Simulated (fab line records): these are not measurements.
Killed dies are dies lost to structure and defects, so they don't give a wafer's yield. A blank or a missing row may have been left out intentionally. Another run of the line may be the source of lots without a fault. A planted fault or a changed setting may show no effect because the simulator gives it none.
fab line records	flow n5Finfet	part 1 of 2: steps 1 to 25 of 36
record lots=5	wafers=15	lastDay=16
route steps=1938 shown PMOS_HMC_CHANNEL_EPI@74 FIN_SAQP@90
lots with no fault: from the same line, run without faults
startH: start of the lot's first displayed wafer, in hours after the record's first day	waitH: how many hours have passed since the lot's step before this one	" the same as in the row above	L1.1+2: a row that stands for several wafers	- no value, or no start was given	* or withheld: withheld	< > ~ a bound
route shown NAME@n: a module of which the file shows steps, and the number in the route of the first	usual: the fault-free wafers' mean and standard deviation	same: alike in all rows	chamber/n: place in a boat	sites: the reading at each site	_std_site: standard deviation across them	_edge_site: outer sites' mean less inner sites'	radiusMm: how far each site lies from the wafer's centre	mask NAME#n: copy n	behind: the most recent tool/chamber to have shaped the wafer	hold: the reason the lot was held/the length of the hold in hours/how it ended	device: whichever transistor did not switch (one of n, p or np)	end of line: tests of these same wafers at the route's end	a step with no rows: only its recipe	killed: dies that structure and defects cost at the first sort, which is not the same as the wafer's yield	map: shows each die of a wafer: x if killed, . if not, _ if none is there
set.NAME: setting as actually run; set.NAME@STEP: the setting as run at that earlier step	model.NAME: the simulator's own value behind a step, which no gauge read
lots at some steps of the route; a table a step, a row a wafer
services: a tool's chamber out of use, with start hour (startH, from the record's first day; less than 0 if before it), hours out, and reason
## steps
# step N5_PMOS_HMC_CHANNEL_EPI_FIN_RECESS_16
# recipe chemistry=HBr/Cl2	target=Si	maskMaterial=SiO2	targetDepthA=540	timeS=18	pressureMtorr=10	icpW=800	biasW=75	HBr_flow_sccm=150	Cl2_flow_sccm=80
# usual drypumpMotorCurrentA=5.68/0.3	mfcCl2Sccm=80.00/0.25	oesProductAu=1.005/0.017	throttleValvePct=35.3/0.46
lot.wafer	tool	chamber	startH	waitH	drypumpMotorCurrentA	mfcCl2Sccm	oesProductAu	rfHoursCounterH	throttleValvePct
L078.2	rieSi-05	2	41.98	0.0	5.44	80.14	1.005	18	34.8
L078.3	"	1	"	"	5.98	79.98	0.981	135	35.2
L078.4	"	0	"	"	5.65	79.69	1.011	1	34.9
L079.1	rieSi-05	0	48.66	0.0	5.66	79.73	1.016	2	35.0
L079.2	"	2	"	"	5.45	79.91	1.004	18	34.8
L079.6	"	0	"	"	5.66	79.79	1.024	-	34.9
L087.4	rieSi-01	2	96.93	0.0	5.72	79.74	0.974	12	35.5
L087.5	"	1	"	"	5.91	80.02	1.005	-	34.6
L087.6	"	0	"	"	5.23	80.35	1.028	-	35.4
L091.2	rieSi-01	1	120.26	0.0	5.89	80.00	1.005	172	34.6
L091.4	"	2	"	"	5.72	79.88	0.977	12	35.5
L091.6	"	1	"	"	5.88	80.10	1.006	-	34.6
L094.1	rieSi-01	0	137.93	0.0	5.22	79.78	1.039	9	35.4
L094.3	"	3	"	"	5.94	80.01	1.037	180	35.4
L094.5	"	3	"	"	5.92	80.06	1.035	-	35.4
# step N5_PMOS_HMC_CHANNEL_EPI_PRECLEAN_36
# recipe chemistry=O3/DIW	timeS=45	tempC=22	o3Ppm=10
lot.wafer	tool	chamber	startH	waitH
L078.2+3+4	wetBench-06	0,3,7	42.11	0.1
L079.1+2+6	wetBench-06	6,7,1	48.76	0.1
L087.4+5+6	wetBench-03	0,5,6	97.03	0.1
L091.2+4+6	wetBench-03	1,6,3	120.36	0.1
L094.1+3+5	wetBench-03	4,2,1	138.02	0.1
# step N5_PMOS_HMC_CHANNEL_EPI_PRECLEAN_18
# recipe chemistry=DHF	timeS=30	tempC=25	dilution=withheld
lot.wafer	tool	chamber	startH	waitH
L078.2+3+4	wetBench-06	0,3,7	42.14	0.0
L079.1+2+6	wetBench-06	6,7,1	48.79	0.0
L087.4+5+6	wetBench-03	0,5,6	97.05	0.0
L091.2+4+6	wetBench-03	1,6,3	120.38	0.0
L094.1+3+5	wetBench-03	4,2,1	138.04	0.0
# step N5_PMOS_HMC_CHANNEL_EPI_SRD_19
# recipe dry=ipaMarangoni	doPpb=5	timeS=30	tempC=23	rinseLiquid=diw
lot.wafer	tool	chamber	startH	waitH
L078.2+3+4	wetBench-06	0,3,7	42.16	0.0
L079.1+2+6	wetBench-06	6,7,1	48.81	0.0
L087.4+5+6	wetBench-03	0,5,6	97.06	0.0
L091.2+4+6	wetBench-03	1,6,3	120.39	0.0
L094.1+3+5	wetBench-03	4,2,1	138.05	0.0
# step N5_PMOS_HMC_CHANNEL_EPI_EPI_20
# recipe material=SiGe30	maskMaterial=SiO2	pressureTorr=20	targetThkA=590	tempC=600
# usual chamberPressureTorr=20.01/0.042	susceptorTempC=600.01/0.3
lot.wafer	tool	chamber	startH	waitH	chamberPressureTorr	susceptorTempC
L078.2	epiRpcvd-01	0	42.58	0.4	19.99	599.65
L078.3	"	0	"	"	19.96	600.03
L078.4	"	0	"	"	19.97	600.05
L079.1	epiRpcvd-03	0	48.87	0.0	20.03	599.93
L079.2	"	0	"	"	20.05	600.22
L079.6	"	0	50.21	1.4	20.00	599.80
L087.4	epiRpcvd-02	0	99.01	1.9	19.97	600.90
L087.5	"	0	"	"	19.98	600.41
L087.6	"	0	"	"	19.96	600.10
L091.2	epiRpcvd-02	0	120.64	0.2	20.06	599.83
L091.4	"	0	"	"	20.03	599.85
L091.6	"	0	"	"	20.06	600.03
L094.1	epiRpcvd-02	0	138.10	0.0	20.08	600.15
L094.3	"	0	"	"	20.01	599.80
L094.5	"	0	"	"	20.04	599.79
# step N5_PMOS_HMC_CHANNEL_EPI_HM_STRIP_35
# recipe chemistry=dHF	tempC=25	material=SiO2	target=SiO2	targetDepthA=396	timeS=216
lot.wafer	tool	chamber	startH	waitH
L078.2+3+4	wetBench-03	3,5,2	44.39	1.5
L079.1+2+6	wetBench-06	2,1,4	50.51	1.4
L087.4+5+6	wetBench-06	6,4,2	100.95	1.3
L091.2+4+6	wetBench-03	2,6,7	121.67	0.8
L094.1+3+5	wetBench-04	5,4,0	139.35	1.0
# step N5_PMOS_HMC_CHANNEL_EPI_SRD_39
# recipe dry=ipaMarangoni	timeS=30	tempC=23	rinseLiquid=diw
lot.wafer	tool	chamber	startH	waitH
L078.2+3+4	wetBench-03	3,5,2	44.46	0.0
L079.1+2+6	wetBench-06	2,1,4	50.64	0.0
L087.4+5+6	wetBench-06	6,4,2	101.02	0.0
L091.2+4+6	wetBench-03	2,6,7	121.74	0.0
L094.1+3+5	wetBench-04	5,4,0	139.41	0.0
# step N5_PMOS_HMC_CHANNEL_EPI_CMP_21
# recipe material=SiGe30	postCmpClean=alkalineBrush	targetThkNm=54
# usual motorCurrentA=12.4/1.3	padLifeWafers=1244/600
lot.wafer	tool	chamber	startH	waitH	motorCurrentA	padLifeWafers
L078.4	cmp-04	1	44.50	0.0	10.5	1332
L078.3	"	2	"	"	12.5	1333
L078.2	"	0	"	"	13.2	1335
L079.2	cmp-03	0	50.78	0.1	10.9	1982
L079.1	"	1	"	"	10.6	1983
L079.6	"	3	"	"	14.7	-
L087.4	cmp-03	2	101.06	0.0	11.1	240
L087.5	"	2	"	"	12.0	-
L087.6	"	3	"	"	14.0	-
L091.4	cmp-01	1	121.82	0.1	14.5	1321
L091.2	"	2	"	"	13.8	1322
L091.6	"	0	"	"	12.4	-
L094.3	cmp-01	1	139.49	0.1	13.5	1465
L094.1	"	2	"	"	13.8	1466
L094.5	"	0	"	"	12.5	-
# step N5_PMOS_HMC_CHANNEL_EPI_THK_MEAS_22
# recipe reads=SiGe30_of_PMOS_HMC_CHANNEL_EPI_EPI_20
# usual HMC_CMP_THK=54.1/1.1
lot.wafer	tool	chamber	startH	waitH	HMC_CMP_THK[nm]
L078.2	filmMetro-01	-	44.79	-	53.6
L078.3	"	-	"	"	53.2
L078.4	"	-	"	"	54.5
L079.1	filmMetro-02	-	51.01	0.1	54.7
L079.2	"	-	"	"	53.7
L079.6	"	-	"	"	55.3
L087.4	filmMetro-02	-	101.35	-	53.2
L087.5	"	-	"	"	54.8
L087.6	"	-	"	"	55.4
L091.2	filmMetro-02	-	122.08	-	55.3
L091.4	"	-	"	"	53.2
L091.6	"	-	"	"	55.3
L094.1	filmMetro-01	-	139.74	-	56.2
L094.3	"	-	"	"	55.6
L094.5	"	-	"	"	55.8
# step N5_PMOS_HMC_CHANNEL_EPI_PRECLEAN_40
# recipe chemistry=DHF	timeS=30	tempC=25	dilution=withheld
lot.wafer	tool	chamber	startH	waitH
L078.2+3+4	wetBench-06	1,7,5	44.82	0.0
L079.1+2+6	wetBench-04	7,1,4	51.04	0.0
L087.4+5+6	wetBench-04	5,1,0	101.38	0.0
L091.2+4+6	wetBench-04	1,7,4	122.10	0.0
L094.1+3+5	wetBench-04	3,0,2	139.77	0.0
# step N5_PMOS_HMC_CHANNEL_EPI_PRECLEAN_37
# recipe chemistry=O3/DIW	timeS=45	tempC=22	o3Ppm=10
lot.wafer	tool	chamber	startH	waitH
L078.2+3+4	wetBench-06	1,7,5	44.84	0.0
L079.1+2+6	wetBench-04	7,1,4	51.05	0.0
L087.4+5+6	wetBench-04	5,1,0	101.39	0.0
L091.2+4+6	wetBench-04	1,7,4	122.12	0.0
L094.1+3+5	wetBench-04	3,0,2	139.78	0.0
# step N5_PMOS_HMC_CHANNEL_EPI_PRECLEAN_24
# recipe chemistry=DHF	timeS=30	tempC=25	dilution=withheld
lot.wafer	tool	chamber	startH	waitH
L078.2+3+4	wetBench-06	1,7,5	44.86	0.0
L079.1+2+6	wetBench-04	7,1,4	51.07	0.0
L087.4+5+6	wetBench-04	5,1,0	101.40	0.0
L091.2+4+6	wetBench-04	1,7,4	122.13	0.0
L094.1+3+5	wetBench-04	3,0,2	139.80	0.0
# step N5_PMOS_HMC_CHANNEL_EPI_SRD_25
# recipe dry=ipaMarangoni	doPpb=5	timeS=30	tempC=23	rinseLiquid=diw
lot.wafer	tool	chamber	startH	waitH
L078.2+3+4	wetBench-06	1,7,5	44.88	0.0
L079.1+2+6	wetBench-04	7,1,4	51.07	0.0
L087.4+5+6	wetBench-04	5,1,0	101.41	0.0
L091.2+4+6	wetBench-04	1,7,4	122.14	0.0
L094.1+3+5	wetBench-04	3,0,2	139.80	0.0
# step N5_PMOS_HMC_CHANNEL_EPI_EPI_26
# recipe material=Si	targetThkA=38	tempC=650	precursor=SiH4/H2	pressureTorr=20	timeS=22.7
# usual chamberPressureTorr=20.00/0.041	susceptorTempC=650.01/0.28	throttleValvePct=11.57/0.29
lot.wafer	tool	chamber	startH	waitH	chamberPressureTorr	susceptorTempC	throttleValvePct
L078.2	epiRpcvd-02	0	45.00	0.1	20.03	650.06	11.56
L078.3	"	0	"	"	20.03	649.95	11.14
L078.4	"	0	"	"	20.05	649.98	11.49
L079.1	epiRpcvd-02	0	51.12	0.0	20.00	649.72	11.32
L079.2	"	0	"	"	20.01	649.85	11.47
L079.6	"	0	"	"	20.02	650.05	11.62
L087.4	epiRpcvd-03	0	101.61	0.2	20.04	649.82	11.92
L087.5	"	0	"	"	20.00	650.00	12.10
L087.6	"	0	"	"	20.02	650.35	12.03
L091.2	epiRpcvd-03	0	122.25	0.1	19.99	650.07	12.36
L091.4	"	0	"	"	19.98	650.10	12.20
L091.6	"	0	"	"	19.98	650.27	12.06
L094.1	epiRpcvd-03	0	139.85	0.0	19.95	650.02	12.12
L094.3	"	0	"	"	19.93	650.41	12.16
L094.5	"	0	"	"	20.00	650.18	12.04
# step N5_PMOS_HMC_CHANNEL_EPI_INSPECT_30
# recipe inspectInstrument=darkfield	mode=postEpi
# usual rawDefectCount=19/7.2
lot.wafer	tool	chamber	startH	waitH	rawDefectCount
L078.2	defectInspect-01	-	45.32	0.0	8
L078.3	"	-	"	"	21
L078.4	"	-	"	"	24
L079.1	defectInspect-01	-	51.59	0.0	42
L079.2	"	-	"	"	26
L079.6	"	-	"	"	33
L087.4	defectInspect-01	-	101.84	0.0	17
L087.5	"	-	"	"	10
L087.6	"	-	"	"	35
L091.2	defectInspect-02	-	122.66	0.0	26
L091.4	"	-	"	"	20
L091.6	"	-	"	"	25
L094.1	defectInspect-02	-	140.22	0.0	7
L094.3	"	-	"	"	26
L094.5	"	-	"	"	13
# step N5_FIN_SAQP_PRECLEAN_42
# recipe chemistry=O3/DIW	timeS=60	tempC=22	o3Ppm=10
lot.wafer	tool	chamber	startH	waitH
L078.2+3+4	wetBench-02	6,2,4	45.35	0.0
L079.1+2+6	wetBench-02	7,5,0	51.62	0.0
L087.4+5+6	wetBench-01	4,6,0	101.86	0.0
L091.2+4+6	wetBench-02	6,2,3	122.68	0.0
L094.1+3+5	wetBench-01	5,0,4	140.25	0.0
# step N5_FIN_SAQP_PRECLEAN_00
# recipe chemistry=SC1	timeS=60	tempC=55	mix=1:2:50
lot.wafer	tool	chamber	startH	waitH
L078.2+3+4	wetBench-02	6,2,4	45.37	0.0
L079.1+2+6	wetBench-02	7,5,0	51.64	0.0
L087.4+5+6	wetBench-01	4,6,0	101.88	0.0
L091.2+4+6	wetBench-02	6,2,3	122.72	0.0
L094.1+3+5	wetBench-01	5,0,4	140.27	0.0
# step N5_FIN_SAQP_PRECLEAN_44
# recipe chemistry=SC2	timeS=45	tempC=35	mix=1:1:50
lot.wafer	tool	chamber	startH	waitH
L078.2+3+4	wetBench-02	6,2,4	45.38	0.0
L079.1+2+6	wetBench-02	7,5,0	51.66	0.0
L087.4+5+6	wetBench-01	4,6,0	101.90	0.0
L091.2+4+6	wetBench-02	6,2,3	122.76	0.0
L094.1+3+5	wetBench-01	5,0,4	140.29	0.0
# step N5_FIN_SAQP_SRD_01
# recipe dry=ipaMarangoni	timeS=30	tempC=23	rinseLiquid=diw
lot.wafer	tool	chamber	startH	waitH
L078.2+3+4	wetBench-02	6,2,4	45.40	0.0
L079.1+2+6	wetBench-02	7,5,0	51.67	0.0
L087.4+5+6	wetBench-01	4,6,0	101.91	0.0
L091.2+4+6	wetBench-02	6,2,3	122.78	0.0
L094.1+3+5	wetBench-01	5,0,4	140.30	0.0
# step N5_FIN_SAQP_ALD_61
# recipe material=SiO2	targetThkA=40	tempC=300	aldPrecursorFamily=BDEAS	aldCoReactant=O2-plasma	pulseTimeS=1	purgeTimeS=2	coReactantPurgeTimeS=2	aldCycles=43	pressureTorr=2
# usual chamberPressureTorr=2.000/0.0048	heaterPowerW=476/49	precursorPulseHeightRel=1.002/0.019	susceptorTempC=300.01/0.18
lot.wafer	tool	chamber	startH	waitH	chamberPressureTorr	heaterPowerW	precursorPulseHeightRel	susceptorTempC
L078.2	aldSin-04	3	45.44	0.0	1.998	457	1.003	300.25
L078.3	"	1	"	"	1.996	463	1.060	299.85
L078.4	"	2	"	"	1.991	480	1.021	299.82
L079.1	aldSin-02	0	51.72	0.0	2.007	468	1.029	299.93
L079.2	"	2	"	"	2.007	518	0.987	300.19
L079.6	"	1	"	"	2.003	420	0.974	299.91
L087.4	aldSin-04	0	101.96	0.0	2.010	452	1.016	300.11
L087.5	"	2	"	"	2.003	485	1.017	300.16
L087.6	"	1	"	"	1.992	461	1.009	299.96
L091.2	aldSin-04	1	123.11	0.3	1.999	468	1.033	299.87
L091.4	"	0	"	"	1.999	452	0.982	299.99
L091.6	"	1	"	"	2.000	462	1.031	300.00
L094.1	aldSin-02	0	140.35	0.0	1.994	493	1.021	300.25
L094.3	"	3	"	"	2.005	630	1.035	300.03
L094.5	"	0	"	"	1.996	483	0.987	299.96
# step N5_FIN_SAQP_DENSIFY_62
# recipe tempC=700	timeS=60	ambient=N2	idleTempC=600	rampUpCPerS=150	rampDownCPerS=60	coolToC=600
# usual lampPowerPct=9.85/0.055	lamp_zone_3_pct=9.846/0.011	lamp_zone_4_pct=9.840/0.01	lamp_zone_7_pct=10.266/0.012	wafer_temp_C_max=703.4/0.63
lot.wafer	tool	chamber	startH	waitH	lampPowerPct	lamp_zone_3_pct	lamp_zone_4_pct	lamp_zone_7_pct	wafer_temp_C_max
L078.2	rtpAnneal-02	0	45.76	0.2	9.80	9.855	9.835	10.265	703.8
L078.3	"	0	"	"	9.78	9.846	9.832	10.275	703.3
L078.4	"	0	"	"	9.83	9.861	9.849	10.274	704.0
L079.1	rtpAnneal-01	0	51.99	0.2	9.84	9.830	9.838	10.265	703.1
L079.2	"	0	"	"	9.73	9.867	9.846	10.246	704.9
L079.6	"	0	"	"	9.90	9.835	9.825	10.259	703.3
L087.4	rtpAnneal-02	0	102.32	0.3	9.89	9.853	9.838	10.280	703.0
L087.5	"	0	"	"	9.85	9.868	9.835	10.262	702.9
L087.6	"	0	"	"	9.84	9.853	9.838	10.257	702.7
L091.2	rtpAnneal-02	0	123.42	0.2	9.92	9.848	9.845	10.275	702.0
L091.4	"	0	"	"	9.87	9.845	9.844	10.249	703.0
L091.6	"	0	"	"	9.89	9.843	9.853	10.281	703.9
L094.1	rtpAnneal-02	0	140.70	0.3	9.79	9.856	9.860	10.255	703.8
L094.3	"	0	"	"	9.92	9.842	9.842	10.270	704.0
L094.5	"	0	"	"	9.83	9.851	9.843	10.269	703.4
# step N5_FIN_SAQP_HM_DEP_03
# recipe material=SiNx	targetThkA=380	tempC=400	precursor=SiH4/NH3/N2	pressureTorr=1.5	rfW=300	timeS=33.6
# usual chamberPressureTorr=1.500/0.0036	heaterPowerW=758/84	showerheadPlenumPTorr=5.19/0.04	susceptorTempC=399.98/0.23	throttleValvePct=40.4/2
lot.wafer	tool	chamber	startH	waitH	chamberPressureTorr	heaterPowerW	showerheadPlenumPTorr	susceptorTempC	throttleValvePct
L078.2	pecvd-03	1	45.96	0.2	1.498	681	5.20	399.81	43.2
L078.3	"	2	"	"	1.506	656	5.15	399.87	40.4
L078.4	"	2	"	"	1.505	665	5.13	400.19	40.5
L079.1	pecvd-03	0	52.22	0.2	1.499	879	5.12	399.63	38.8
L079.2	"	2	"	"	1.501	615	5.13	399.89	40.6
L079.6	"	0	"	"	1.504	858	5.13	399.76	38.7
L087.4	pecvd-04	1	102.47	0.1	1.498	691	5.21	400.32	41.7
L087.5	"	0	"	"	1.494	839	5.18	399.97	39.9
L087.6	"	2	"	"	1.503	725	5.20	399.98	37.1
L091.2	pecvd-03	1	123.61	0.2	1.498	669	5.20	400.27	43.4
L091.4	"	0	"	"	1.505	855	5.12	399.98	39.1
L091.6	"	2	"	"	1.497	724	5.14	400.34	40.6
L094.1	pecvd-04	0	140.92	0.2	1.495	908	5.18	399.96	39.7
L094.3	"	1	"	"	1.501	675	5.21	400.18	41.7
L094.5	"	2	"	"	1.498	774	5.22	400.11	37.3
# step N5_FIN_SAQP_THK_MEAS_05
# usual thkNm=37.9/0.51
lot.wafer	tool	chamber	startH	waitH	thkNm
L078.2	filmMetro-02	-	46.05	0.1	37.5
L078.3	"	-	"	"	36.9
L078.4	"	-	"	"	37.8
L079.1	filmMetro-01	-	52.30	0.1	37.4
L079.2	"	-	"	"	37.2
L079.6	"	-	"	"	38.1
L087.4	filmMetro-01	-	102.54	0.0	38.4
L087.5	"	-	"	"	37.6
L087.6	"	-	"	"	38.2
L091.2	filmMetro-01	-	123.69	0.1	37.9
L091.4	"	-	"	"	38.2
L091.6	"	-	"	"	37.4
L094.1	filmMetro-01	-	141.00	0.1	37.4
L094.3	"	-	"	"	37.8
L094.5	"	-	"	"	38.4
# step N5_FIN_SAQP_PECVD_47
# recipe material=a-Si	targetThkA=450	tempC=400	precursor=SiH4/He	pressureTorr=3	rfW=100	timeS=36.3
# usual chamberPressureTorr=3.000/0.006	heaterPowerW=833/95	showerheadPlenumPTorr=5.70/0.037	susceptorTempC=399.96/0.21	throttleValvePct=18.6/0.89
lot.wafer	tool	chamber	startH	waitH	chamberPressureTorr	heaterPowerW	showerheadPlenumPTorr	susceptorTempC	throttleValvePct
L078.2	pecvd-03	1	46.08	0.0	3.003	725	5.71	399.90	19.8
L078.3	"	0	"	"	2.992	908	5.67	400.06	17.9
L078.4	"	1	"	"	3.009	726	5.72	400.02	19.9
L079.1	pecvd-01	0	52.34	0.0	2.992	932	5.78	400.05	19.9
L079.2	"	1	"	"	3.001	859	5.72	399.98	18.3
L079.6	"	0	"	"	3.003	938	5.79	399.89	19.9
L087.4	pecvd-03	1	102.59	0.1	3.000	774	5.71	400.12	19.7
L087.5	"	2	"	"	2.993	767	5.66	400.19	18.5
L087.6	"	0	"	"	2.998	920	5.67	399.93	17.6
L091.2	pecvd-01	0	123.73	0.0	2.999	877	5.78	399.57	20.0
L091.4	"	2	"	"	2.998	766	5.72	400.09	19.2
L091.6	"	1	"	"	2.994	878	5.71	399.82	18.3
L094.1	pecvd-01	2	141.04	0.0	3.000	701	5.71	400.03	19.0
L094.3	"	0	"	"	2.993	861	5.78	400.11	19.8
L094.5	"	2	"	"	3.004	726	5.71	400.21	19.0
# step N5_FIN_SAQP_PECVD_48
# recipe material=SiNx	targetThkA=250	tempC=400	precursor=SiH4/NH3/N2	pressureTorr=1.5	rfW=300	timeS=22.1
# usual chamberPressureTorr=1.501/0.0032	heaterPowerW=766/95	showerheadPlenumPTorr=5.19/0.05	susceptorTempC=399.99/0.22	throttleValvePct=40.9/2
lot.wafer	tool	chamber	startH	waitH	chamberPressureTorr	heaterPowerW	showerheadPlenumPTorr	susceptorTempC	throttleValvePct
L078.2	pecvd-03	1	46.13	0.0	1.495	706	5.20	400.15	43.5
L078.3	"	0	"	"	1.501	841	5.13	399.87	38.6
L078.4	"	1	"	"	1.502	697	5.20	400.05	43.5
L079.1	pecvd-01	0	52.40	0.0	1.504	937	5.29	399.54	43.6
L079.2	"	1	"	"	1.497	788	5.20	399.98	40.0
L079.6	"	0	"	"	1.498	927	5.31	399.45	43.6
L087.4	pecvd-03	1	102.63	0.0	1.503	611	5.19	399.73	43.2
L087.5	"	2	"	"	1.500	757	5.14	400.21	40.5
L087.6	"	0	"	"	1.504	877	5.12	399.82	39.0
L091.2	pecvd-01	0	123.77	0.0	1.500	866	5.29	399.91	43.7
L091.4	"	2	"	"	1.500	646	5.21	400.17	41.5
L091.6	"	1	"	"	1.504	819	5.20	399.96	39.9
L094.1	pecvd-01	2	141.08	0.0	1.500	658	5.20	400.00	41.9
L094.3	"	0	"	"	1.504	862	5.31	399.85	43.7
L094.5	"	2	"	"	1.497	691	5.22	399.95	41.6
